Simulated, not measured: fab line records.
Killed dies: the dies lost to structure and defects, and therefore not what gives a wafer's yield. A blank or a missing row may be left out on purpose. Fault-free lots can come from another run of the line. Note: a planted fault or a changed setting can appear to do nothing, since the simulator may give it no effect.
Chamber matching | flow nandHarc | NHARC_A_CHANNEL_FILL_D1_ALD_02 on aldHk-01: 4 sister chambers
The step deposits SiO2, target thk 6 nm, pulse time 10 s, ald cycles 60. 14 wafers are shown with their chamber, then 7 later ones without.

## WAFERS WITH THEIR CHAMBER
wafer  | chamber | heaterPowerW (W) | precursorPulseHeightRel
L746.2 | 1       | 505              | 1.001
L746.3 | 0       | 467              | 1.009
L746.5 | 3       | 468              | 0.977
L748.1 | 0       | 472              | 1.025
L748.2 | 2       | 404              | 1.010
L748.4 | 1       | 491              | 0.994
L749.3 | 1       | 499              | 1.040
L749.4 | 0       | 461              | 1.013
L749.5 | 1       | 500              | 0.964
L751.1 | 3       | 480              | 0.987
L751.4 | 0       | 475              | 0.997
L751.5 | 0       | 467              | 0.994
L756.2 | 2       | 419              | 0.995
L756.4 | 1       | 509              | 0.969

SIGNATURES (averages over the wafers above)
reading                 | chamber 0 | chamber 1 | chamber 2 | chamber 3 | scatter within a chamber
heaterPowerW            | 468.40    | 500.80    | 411.50    | 474.00    | 6.96
precursorPulseHeightRel | 1.00760   | 0.99360   | 1.00250   | 0.98200   | 0.0212
Rule: distance of a wafer from a chamber = root of the sum over the readings of ((wafer's reading minus chamber's mean) / reading's scatter) squared. The wafer belongs to the nearest chamber; if the next one is less than 2 further off, it can't be placed. How the scatter is found: for the shown wafers, subtract from each reading the mean of its chamber, square and add these, divide the total by (wafers less chambers), then take the root.

## WAFERS WITHOUT THEIR CHAMBER
wafer  | heaterPowerW (W) | precursorPulseHeightRel
L756.6 | 410              | 1.021
L766.1 | 397              | 0.969
L766.2 | 495              | 0.986
L766.6 | 457              | 1.011
L768.2 | 414              | 1.005
L768.3 | 482              | 0.965
L768.5 | 471              | 0.965

## THE CHAMBER EACH PASSED THROUGH
wafer  | from the rows above          | in truth
L756.6 | 2                            | 2
L766.1 | 2                            | 2
L766.2 | 1                            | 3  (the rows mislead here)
L766.6 | can't be placed: 0 or 3      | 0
L768.2 | 2                            | 2
L768.3 | can't be placed: 3 or 0 or 1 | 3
L768.5 | can't be placed: 3 or 0      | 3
Placed correctly: 3 of 7. Unplaceable from these rows: 3, with the true chamber sitting among the candidates in 3. Wrongly placed: 1.
